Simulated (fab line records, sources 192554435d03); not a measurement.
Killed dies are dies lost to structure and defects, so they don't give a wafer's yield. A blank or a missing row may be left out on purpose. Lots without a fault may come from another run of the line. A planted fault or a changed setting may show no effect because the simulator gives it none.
fab line records | flow n5_finfet
record lots=4 wafers=12 last_day=19
route steps=1938 shown BEOL_M4@1099 BEOL_M5@1112 BEOL_M15@1795 PASSIVATION@1936
lots that met no fault: from a run of the same line without faults
start_h: hours from the record's first day to the start of the lot's first wafer shown | wait_h: hours since the lot's step before | " the same as in the row above | L1.1+2: a row that stands for several wafers | - no value, or no start given | * or withheld: withheld | < > ~ a bound
route shown NAME@n: a module of which the file shows steps, and the number in the route of the first | usual: mean/standard deviation of fault-free wafers | same: alike in all rows | chamber/n: place in a boat | sites: the reading at each site | _std_site: their standard deviation | _edge_site: outer sites' mean less inner sites' | radius_mm: how far each site lies from the wafer's centre | mask NAME#n: copy n | behind: the tool/chamber that last shaped the wafer | hold: why the lot was held/for how many hours/how that ended | device: the transistor (n, p or np) that didn't switch | end of line: the same wafers' tests at the end of the route | a step without rows: its recipe alone | killed: dies lost to structure and defects at the first sort, not the wafer's yield | map: a wafer's dies, x killed, . not, _ none there
set.NAME: the setting as run; set.NAME@STEP: as run at that earlier step | model.NAME: the simulator's own value behind a step, which no gauge read
lots at some steps of the route; a table a step, a row a wafer
services: from which hour (start_h, from the record's first day; less than 0 if before it) a tool's chamber was out of use, for how many hours, and why
## steps
# step N5_BEOL_M4_ANNEAL_95
# recipe temp_c=400 time_s=240 ambient=vacuum
# step N5_BEOL_M4_SPUTTER_96
# recipe material=Cu target_thk_a=45 temp_c=-20 chamber_pressure_pa=0.07 power_w=withheld time_s=8.29
# step N5_BEOL_M4_ECD_50
# recipe material=Cu target_thk_a=3000
# step N5_BEOL_M4_ANNEAL_51
# recipe temp_c=225 time_s=90 ambient=N2
# step N5_BEOL_M4_CMP_52
# recipe stop_on=SiOC t_overpolish_s=6.8 down_force_psi=1 platen_rpm=50 clearing_platen_down_force_psi=1.5 clearing_platen_rpm=50 post_cmp_clean=cu_alkaline target_thk_nm=40 clearing_platen_pad_velocity_m_s=0.99484 pad_velocity_m_s=0.99484
# step N5_BEOL_M4_PRE_CLEAN_60
# recipe gas=NH3/H2 time_s=15 temp_c=* rf_power_w=300
# step N5_BEOL_M4_CO_CAP_55
# recipe material=Co target_thk_a=20 temp_c=200 precursor=CCTBA/H2 pressure_torr=30 time_s=102.1
# step N5_BEOL_M4_PRE_CLEAN_56
# recipe gas=NH3 time_s=15 temp_c=withheld rf_power_w=300
# step N5_BEOL_M4_DEP_57
# recipe material=SiCN target_thk_a=80 temp_c=withheld precursor=3MS/NH3 pressure_torr=3 rf_w=202 time_s=14
# step N5_BEOL_M4_RC_MEAS_101
# usual DIBL_N=37.0/1.6 DIBL_P=37.0/2.1 IOFF_N=0.17/0.032 IOFF_P=0.22/0.043 ION_N=679/13 ION_P=465/9.5 SS_N=71.7/0.59 SS_P=73.6/0.64 VT_N=249/3.2 VT_P=-249/4.1
# columns lot.wafer tool chamber start_h wait_h DIBL_N[mV/V] DIBL_P[mV/V] IOFF_N[nA/um] IOFF_P[nA/um] ION_N[uA/um] ION_P[uA/um] SS_N[mV/dec] SS_P[mV/dec] VT_N[mV] VT_P[mV]
L348.3 prober-02 0 238.00 0.3 35.1 36.0 0.15 0.20 681 471 71.3 74.1 252 -251
L348.5 " 0 " " 38.3 39.7 0.21 0.28 671 465 72.7 73.8 247 -247
L348.6 " 0 " " 33.5 33.5 0.12 0.18 672 464 71.2 72.7 254 -252
L347.1 prober-02 0 255.25 0.0 38.6 38.6 0.18 0.23 674 459 72.9 74.6 253 -253
L347.4 " 0 " " 40.3 39.5 0.20 0.23 668 449 72.8 74.0 249 -252
L347.5 " 0 " " 38.0 37.7 0.17 0.21 689 473 72.3 73.7 250 -253
L356.1 prober-02 0 341.62 0.0 40.0 40.1 0.22 0.31 690 479 72.0 75.0 247 -243
L356.2 " 0 " " 36.0 35.6 0.15 0.24 681 478 71.6 73.0 248 -246
L356.6 " 0 " " 40.4 40.5 0.23 0.33 694 482 72.9 74.8 246 -240
L365.2 prober-01 0 351.31 0.2 36.1 37.6 0.15 0.16 676 446 71.7 73.0 250 -258
L365.3 " 0 " " 33.4 35.9 0.12 0.15 670 454 70.5 73.1 252 -256
L365.5 " 0 " " 36.6 39.6 0.16 0.20 687 458 71.5 73.8 251 -255
# step N5_BEOL_M5_ILD_DEP_00
# recipe material=SiCOH_lowk target_thk_a=1406.4 temp_c=300 precursor=DEMS/porogen pressure_torr=5 rf_w=500 time_s=25.9
# step N5_BEOL_M5_CURE_79
# recipe temp_c=385 time_s=240 ambient=He/Ar material=SiCOH_lowk
# step N5_BEOL_M5_PECVD_70
# recipe material=SiO2 target_thk_a=160 temp_c=400 precursor=TEOS/O2 pressure_torr=5.5 rf_w=450 teos_flow_sccm=53.8 gas=O2 flow_sccm=3000 time_s=18
# step N5_BEOL_M5_HM_DEP_02
# recipe material=TiN target_thk_a=200 temp_c=25 chamber_pressure_pa=0.49996
# step N5_BEOL_M5_COAT_59
# recipe resist=SOC temp_c=250 time_s=60 spin_rpm=1500 resist_thk_nm=60
# step N5_BEOL_M5_COAT_60
# recipe resist=SiARC temp_c=220 time_s=60 spin_rpm=1500 resist_thk_nm=12
# step N5_BEOL_M5_COAT_71
# recipe resist=underlayer temp_c=205 time_s=60 spin_rpm=1500 resist_thk_nm=5
# step N5_BEOL_M5_COAT_05
# recipe resist=CAR-EUV spin_rpm=1500 resist_thk_nm=30
# step N5_BEOL_M5_EBR_07
# recipe solvent=PGMEA ebr_width_mm=1.5
# step N5_BEOL_M5_SOFTBAKE_06
# recipe temp_c=110 time_s=60 resist=CAR-EUV
# step N5_BEOL_M5_EXPOSE_08
# recipe mask_id=M5 na=0.33 source_shape=annular sigma_inner=0.4 sigma_outer=0.8 polarization=unpolarized target_cd_nm=28 dose_mj=35.75
# step N5_BEOL_M5_PEB_09
# recipe peb_temp_c=100 peb_time_s=60 resist=CAR-EUV
# step N5_BEOL_M5_DEVELOP_10
# recipe develop_time_s=30 developer=TMAH resist=CAR-EUV rinse_liquid=surfactant_rinse dry=air_spin dev_temp_c=23
# step N5_BEOL_M5_DESCUM_16
# recipe chemistry=O2 time_s=7 source_power_w=50 bias_power_w=20 pressure_mtorr=20 rf_frequency_hz=2.712e+07 temp_c=40 resist=CAR-EUV o2_flow_sccm=225
# step N5_BEOL_M5_ETCH_72
# recipe chemistry=N2/H2 target=underlayer target_depth_a=65 mask_material=CAR-EUV time_s=5.2 ion_energy_ev=200 pressure_mtorr=30 source_w=840 bias_w=150 n2_flow_sccm=200 h2_flow_sccm=200 ends=cleared
# step N5_BEOL_M5_ETCH_61
# recipe chemistry=CF4 target=SiARC target_depth_a=156 mask_material=CAR-EUV time_s=26 ion_energy_ev=80 pressure_mtorr=40 source_w=545 bias_w=36 Ar_flow_sccm=100 cf4_flow_sccm=100 ends=cleared
# step N5_BEOL_M5_ETCH_62
# recipe chemistry=N2/H2 target=SOC target_depth_a=750 overetch_a=150 mask_material=SiARC temp_c=40 time_s=112.5 ion_energy_ev=200 pressure_mtorr=30 source_w=840 bias_w=150 n2_flow_sccm=200 h2_flow_sccm=200
# step N5_BEOL_M5_STRIP_63
# recipe chemistry=N2/H2 temp_c=40 n2_flow_sccm=200 h2_flow_sccm=200 rf_frequency_hz=6e+07
# step N5_BEOL_M5_STRIP_73
# recipe chemistry=N2/H2 temp_c=40 n2_flow_sccm=200 h2_flow_sccm=200 rf_frequency_hz=6e+07
# step N5_BEOL_M5_STRIP_64
# recipe chemistry=CF4 resist=SiARC power_w=300 bias_power_w=75 pressure_mtorr=50 cf4_flow_sccm=150 rf_frequency_hz=6e+07
# step N5_BEOL_M5_HM_OPEN_17
# recipe chemistry=Cl2/BCl3 target_depth_a=200 overetch_a=60 target=TiN mask_material=SOC ion_energy_ev=150 pressure_mtorr=10 icp_w=1000 bias_w=126 Cl2_flow_sccm=53.25 bcl3_flow_sccm=21.75 Ar_flow_sccm=25
# step N5_BEOL_M5_STRIP_19
# recipe chemistry=O2 power_w=400 temp_c=40 pressure_mtorr=30 rf_frequency_hz=6e+07 bias_power_w=0 overash_fraction=0.2 o2_flow_sccm=225
# step N5_BEOL_M5_COAT_65
# recipe resist=SOC temp_c=250 time_s=60 spin_rpm=1500 resist_thk_nm=60
# step N5_BEOL_M5_COAT_66
# recipe resist=SiARC temp_c=220 time_s=60 spin_rpm=1500 resist_thk_nm=12
# step N5_BEOL_M15_ETCH_57
# recipe chemistry=N2/H2 target=SOC source_w=3000 bias_w=350 time_s=750 ion_energy_ev=200 pressure_mtorr=30 n2_flow_sccm=200 h2_flow_sccm=200
# usual bias_w=349.9/0.93 chamber_pressure_mTorr=30.002/0.026 drypump_motor_current_A=5.9/0.36 h2_flow_sccm=200.0/0.56 oes_product_au=0.79/0.065 rf_vpp_V=523/3 showerhead_plenum_p_Torr=2.50/0.11 throttle_valve_pct=17.7/0.3
# columns lot.wafer tool chamber start_h wait_h bias_w chamber_pressure_mTorr drypump_motor_current_A h2_flow_sccm oes_product_au rf_hours_counter_h rf_vpp_V showerhead_plenum_p_Torr throttle_valve_pct
L348.3 rie_diel-06 2 327.87 - - - - - - - - - -
L348.5 " 0 " " - - - - - - - - -
L348.6 " 3 " " - - - - - - - - -
L347.1 rie_diel-04 0 340.69 - - - - - - - - - -
L347.4 " 2 " " - - - - - - - - -
L347.5 " 3 " " - - - - - - - - -
L365.2 rie_diel-04 2 433.80 - 350.5 29.993 5.9 199.8 0.80 101 522 2.46 17.7
L365.3 " 0 " " 350.1 30.008 5.7 200.9 0.68 227 524 2.51 17.7
L365.5 " 1 " " 350.0 29.976 6.3 199.1 0.84 - 525 2.57 18.0
L356.1 rie_diel-01 0 436.80 - 349.4 30.033 6.1 200.2 0.73 181 519 2.33 18.1
L356.2 " 3 " " 350.4 30.017 6.3 199.6 0.72 229 526 2.63 18.2
L356.6 " 0 " " 350.6 30.007 6.1 199.6 0.73 - 517 2.33 18.1
# step N5_PASSIVATION_PROBE_49
# usual defect_limited_yield=91.2/1.6 killed_at_M0_to_M3=33/11 killed_at_M4_up=14/5 killed_at_contacts=12/5.8 killed_at_front_end=41/12 killed_at_other=3.5/2.9 killed_dies=104/19 killed_on_rim=13/4.2 killed_open=68/14 killed_short=34/8.8 sort_bin_4_leakage=0.00/0.017 sort_bin_5_function=5.2/1.1 sort_bin_6_memory=3.2/0.71 sort_n_pass=1076/19 sort_yield_pct=91.2/1.6
# same gross_dies=1180 killed_at_back_side=0 sort_bin_8_speed[%]=0
# columns lot.wafer tool chamber start_h wait_h defect_limited_yield[%] killed_at_M0_to_M3 killed_at_M4_up killed_at_contacts killed_at_front_end killed_at_other killed_dies killed_on_rim killed_open killed_short sort_bin_4_leakage[%] sort_bin_5_function[%] sort_bin_6_memory[%] sort_n_pass sort_yield_pct[%]
L348.3 prober-02 - 350.73 0.1 0 16 1119 7 37 1 1180 152 46 27 0 97.3 2.3 0 0
L348.5 prober-02 - 350.83 0.2 0 20 1111 13 36 0 1180 152 53 30 0 96.4 3.3 0 0
L348.6 prober-02 - 350.88 0.3 0 29 1092 12 42 5 1180 152 55 40 0 96.9 2.7 0 0
L347.1 prober-01 - 362.82 0.0 0 26 1117 13 22 2 1180 152 66 25 0 96.7 2.8 0 0
L347.4 prober-01 - 362.97 0.2 0 35 1086 7 51 1 1180 152 81 32 0 96.8 2.9 0 0
L347.5 prober-01 - 363.02 0.2 0 35 1101 14 27 3 1180 152 58 31 0 96.7 3.2 0 0
L356.1 prober-02 - 456.76 0.0 92.5 20 2 9 51 7 89 14 53 36 0.08 4.2 3.2 1090 92.4
L365.2 prober-02 - 457.80 0.1 92.4 20 26 11 28 5 90 14 56 31 0 3.9 3.4 1090 92.4
L365.3 prober-02 - 457.85 0.1 92.3 21 18 17 30 5 91 12 59 30 0 4.9 2.5 1089 92.3
L365.5 prober-02 - 457.95 0.2 90.2 33 17 22 39 5 116 19 75 38 0 5.4 4.0 1064 90.2
# killed by level:class
L348.3 BEOL_M15:area_etch=1105 BEOL_M4:geometric_particle:open=11 FIN_SAQP:geometric_particle:short=9 STI_FIN_REVEAL:geometric_particle:open=7 ILD0:geometric_particle:open=5 BEOL_M3:geometric_particle:open=5 MOL_CONTACT_COAG:geometric_particle:short=4 STARTING-WAFER:geometric_particle:short=4
L348.5 BEOL_M15:area_etch=1096 FIN_SAQP:geometric_particle:short=9 MOL_CONTACT_COAG:geometric_particle:open=8 BEOL_M2:geometric_particle:open=8 BEOL_M4:geometric_particle:open=8 BEOL_M1:geometric_particle:open=6 STI_FIN_REVEAL:geometric_particle:open=5 MOL_CONTACT_COAG:geometric_particle:short=5
L348.6 BEOL_M15:area_etch=1082 FIN_SAQP:geometric_particle:short=12 STI_FIN_REVEAL:geometric_particle:open=10 MOL_CONTACT_COAG:geometric_particle:open=8 FIN_SAQP:geometric_particle:open=6 BEOL_M1:geometric_particle:open=6 BEOL_M0_SAQP:geometric_particle:short=5 BEOL_M3:geometric_particle:open=5
L347.1 BEOL_M15:area_etch=1089 BEOL_M4:geometric_particle:open=13 MOL_CONTACT_COAG:geometric_particle:open=12 BEOL_M0_SAQP:geometric_particle:short=7 BEOL_M1:geometric_particle:open=7 BEOL_M5:geometric_particle:open=7 FIN_SAQP:geometric_particle:open=5 FIN_SAQP:geometric_particle:short=5
L347.4 BEOL_M15:area_etch=1067 STI_FIN_REVEAL:geometric_particle:open=14 FIN_SAQP:geometric_particle:open=11 BEOL_M0_SAQP:geometric_particle:open=9 BEOL_M0_SAQP:geometric_particle:short=8 GATE_CUT:geometric_particle:open=7 MOL_CONTACT_COAG:geometric_particle:open=7 FIN_SAQP:geometric_particle:short=6
L347.5 BEOL_M15:area_etch=1091 MOL_CONTACT_COAG:geometric_particle:open=10 FIN_SAQP:geometric_particle:short=8 BEOL_M2:geometric_particle:open=7 GATE_CUT:geometric_particle:open=6 BEOL_M0_SAQP:geometric_particle:short=6 BEOL_M1:geometric_particle:open=6 BEOL_M3:geometric_particle:open=6
L356.1 STI_FIN_REVEAL:geometric_particle:open=12 GATE_CUT:geometric_particle:short=8 MOL_CONTACT_COAG:geometric_particle:open=8 FIN_SAQP:geometric_particle:short=7 BEOL_M0_SAQP:geometric_particle:short=6 PASS1_CAP:geometric_particle:short=4 DUMMY_GATE:geometric_particle:open=4 SPACER0:geometric_particle:open=4
L365.2 MOL_CONTACT_COAG:geometric_particle:open=11 BEOL_M4:geometric_particle:open=11 BEOL_M0_SAQP:geometric_particle:short=7 FIN_SAQP:geometric_particle:short=6 BEOL_M0_SAQP:geometric_particle:open=6 FIN_SAQP:geometric_particle:open=4 GATE_CUT:geometric_particle:short=4 STI_FIN_REVEAL:geometric_particle:open=3
L365.3 MOL_CONTACT_COAG:geometric_particle:open=15 FIN_SAQP:geometric_particle:short=7 BEOL_M3:geometric_particle:open=7 FIN_SAQP:geometric_particle:open=6 GATE_CUT:geometric_particle:short=6 BEOL_M0_SAQP:geometric_particle:short=6 BEOL_M4:geometric_particle:open=6 BEOL_M6:geometric_particle:open=4
L365.5 MOL_CONTACT_COAG:geometric_particle:open=18 FIN_SAQP:geometric_particle:open=10 BEOL_M0_SAQP:geometric_particle:short=10 BEOL_M4:geometric_particle:open=9 BEOL_M2:geometric_particle:open=7 GATE_CUT:geometric_particle:short=7 STI_FIN_REVEAL:geometric_particle:open=5 BEOL_M1:geometric_particle:open=5
# map L347.1 (x killed, . not)
_________________xxxxxxxxxxxx________________
______________xxxxxxxxxxxxxxxxxx_____________
___________xxxxxxxxxxxxxxxxxxxxxxxx__________
__________xxxxxxxxxxxxxxxxxxxxxxxxxx_________
________xxxxxxxxxxxxxxxxxxxxxxxxxxxxxx_______
_______xxxxxxxxxxxxxxxxxxxxxxxxxxxxxxxx______
______xxxxxxxxxxxxxxxxxxxxxxxxxxxxxxxxxx_____
_____xxxxxxxxxxxxxxxxxxxxxxxxxxxxxxxxxxxx____
____xxxxxxxxxxxxxxxxxxxxxxxxxxxxxxxxxxxxxx___
___xxxxxxxxxxxxxxxxxxxxxxxxxxxxxxxxxxxxxxxx__
___xxxxxxxxxxxxxxxxxxxxxxxxxxxxxxxxxxxxxxxx__
__xxxxxxxxxxxxxxxxxxxxxxxxxxxxxxxxxxxxxxxxxx_
__xxxxxxxxxxxxxxxxxxxxxxxxxxxxxxxxxxxxxxxxxx_
_xxxxxxxxxxxxxxxxxxxxxxxxxxxxxxxxxxxxxxxxxxxx
_xxxxxxxxxxxxxxxxxxxxxxxxxxxxxxxxxxxxxxxxxxxx
_xxxxxxxxxxxxxxxxxxxxxxxxxxxxxxxxxxxxxxxxxxxx
_xxxxxxxxxxxxxxxxxxxxxxxxxxxxxxxxxxxxxxxxxxxx
_xxxxxxxxxxxxxxxxxxxxxxxxxxxxxxxxxxxxxxxxxxxx
_xxxxxxxxxxxxxxxxxxxxxxxxxxxxxxxxxxxxxxxxxxxx
_xxxxxxxxxxxxxxxxxxxxxxxxxxxxxxxxxxxxxxxxxxxx
_xxxxxxxxxxxxxxxxxxxxxxxxxxxxxxxxxxxxxxxxxxxx
__xxxxxxxxxxxxxxxxxxxxxxxxxxxxxxxxxxxxxxxxxx_
__xxxxxxxxxxxxxxxxxxxxxxxxxxxxxxxxxxxxxxxxxx_
___xxxxxxxxxxxxxxxxxxxxxxxxxxxxxxxxxxxxxxxx__
___xxxxxxxxxxxxxxxxxxxxxxxxxxxxxxxxxxxxxxxx__
____xxxxxxxxxxxxxxxxxxxxxxxxxxxxxxxxxxxxxx___
_____xxxxxxxxxxxxxxxxxxxxxxxxxxxxxxxxxxxx____
______xxxxxxxxxxxxxxxxxxxxxxxxxxxxxxxxxx_____
_______xxxxxxxxxxxxxxxxxxxxxxxxxxxxxxxx______
________xxxxxxxxxxxxxxxxxxxxxxxxxxxxxx_______
__________xxxxxxxxxxxxxxxxxxxxxxxxxx_________
___________xxxxxxxxxxxxxxxxxxxxxxxx__________
______________xxxxxxxxxxxxxxxxxx_____________
_________________xxxxxxxxxxxx________________
# map L348.3 (x killed, . not)
_________________xxxxxxxxxxxx________________
______________xxxxxxxxxxxxxxxxxx_____________
___________xxxxxxxxxxxxxxxxxxxxxxxx__________
__________xxxxxxxxxxxxxxxxxxxxxxxxxx_________
________xxxxxxxxxxxxxxxxxxxxxxxxxxxxxx_______
_______xxxxxxxxxxxxxxxxxxxxxxxxxxxxxxxx______
______xxxxxxxxxxxxxxxxxxxxxxxxxxxxxxxxxx_____
_____xxxxxxxxxxxxxxxxxxxxxxxxxxxxxxxxxxxx____
____xxxxxxxxxxxxxxxxxxxxxxxxxxxxxxxxxxxxxx___
___xxxxxxxxxxxxxxxxxxxxxxxxxxxxxxxxxxxxxxxx__
___xxxxxxxxxxxxxxxxxxxxxxxxxxxxxxxxxxxxxxxx__
__xxxxxxxxxxxxxxxxxxxxxxxxxxxxxxxxxxxxxxxxxx_
__xxxxxxxxxxxxxxxxxxxxxxxxxxxxxxxxxxxxxxxxxx_
_xxxxxxxxxxxxxxxxxxxxxxxxxxxxxxxxxxxxxxxxxxxx
_xxxxxxxxxxxxxxxxxxxxxxxxxxxxxxxxxxxxxxxxxxxx
_xxxxxxxxxxxxxxxxxxxxxxxxxxxxxxxxxxxxxxxxxxxx
_xxxxxxxxxxxxxxxxxxxxxxxxxxxxxxxxxxxxxxxxxxxx
_xxxxxxxxxxxxxxxxxxxxxxxxxxxxxxxxxxxxxxxxxxxx
_xxxxxxxxxxxxxxxxxxxxxxxxxxxxxxxxxxxxxxxxxxxx
_xxxxxxxxxxxxxxxxxxxxxxxxxxxxxxxxxxxxxxxxxxxx
_xxxxxxxxxxxxxxxxxxxxxxxxxxxxxxxxxxxxxxxxxxxx
__xxxxxxxxxxxxxxxxxxxxxxxxxxxxxxxxxxxxxxxxxx_
__xxxxxxxxxxxxxxxxxxxxxxxxxxxxxxxxxxxxxxxxxx_
___xxxxxxxxxxxxxxxxxxxxxxxxxxxxxxxxxxxxxxxx__
___xxxxxxxxxxxxxxxxxxxxxxxxxxxxxxxxxxxxxxxx__
____xxxxxxxxxxxxxxxxxxxxxxxxxxxxxxxxxxxxxx___
_____xxxxxxxxxxxxxxxxxxxxxxxxxxxxxxxxxxxx____
______xxxxxxxxxxxxxxxxxxxxxxxxxxxxxxxxxx_____
_______xxxxxxxxxxxxxxxxxxxxxxxxxxxxxxxx______
________xxxxxxxxxxxxxxxxxxxxxxxxxxxxxx_______
__________xxxxxxxxxxxxxxxxxxxxxxxxxx_________
___________xxxxxxxxxxxxxxxxxxxxxxxx__________
______________xxxxxxxxxxxxxxxxxx_____________
_________________xxxxxxxxxxxx________________
## services
# columns tool chamber start_h hours kind
rie_diel-04 0 327.20 4.9 repair
rie_diel-01 3 415.83 13.0 repair
rie_diel-01 2 421.82 7.1 repair
## key
first_sign step=N5_BEOL_M15_ETCH_57 reading=tool_record direction=missing
effect step=N5_PASSIVATION_PROBE_49 reading=killed_at_M4_up direction=up sigmas=99+ usual=14 struck=1104
more_kills_born_at N5_BEOL_M15_ETCH_57@rie_diel-06=3283 N5_BEOL_M15_ETCH_57@rie_diel-04=3247
met_at N5_BEOL_M15_ETCH_57
struck_wafers L347.1,L347.4,L347.5,L348.3,L348.5,L348.6
later_rows_left_out L347.1,L347.4,L347.5,L348.3,L348.5,L348.6
fault kind=skipped_step_whole tool=rie_diel-04,rie_diel-06 chamber=- onset_h=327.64 steps=N5_BEOL_M15_ETCH_57 scope=struck_lots_only
# later_rows_left_out: the simulator's readings of these wafers behind a module that went badly wrong aren't trusted and aren't shown, but for the sort
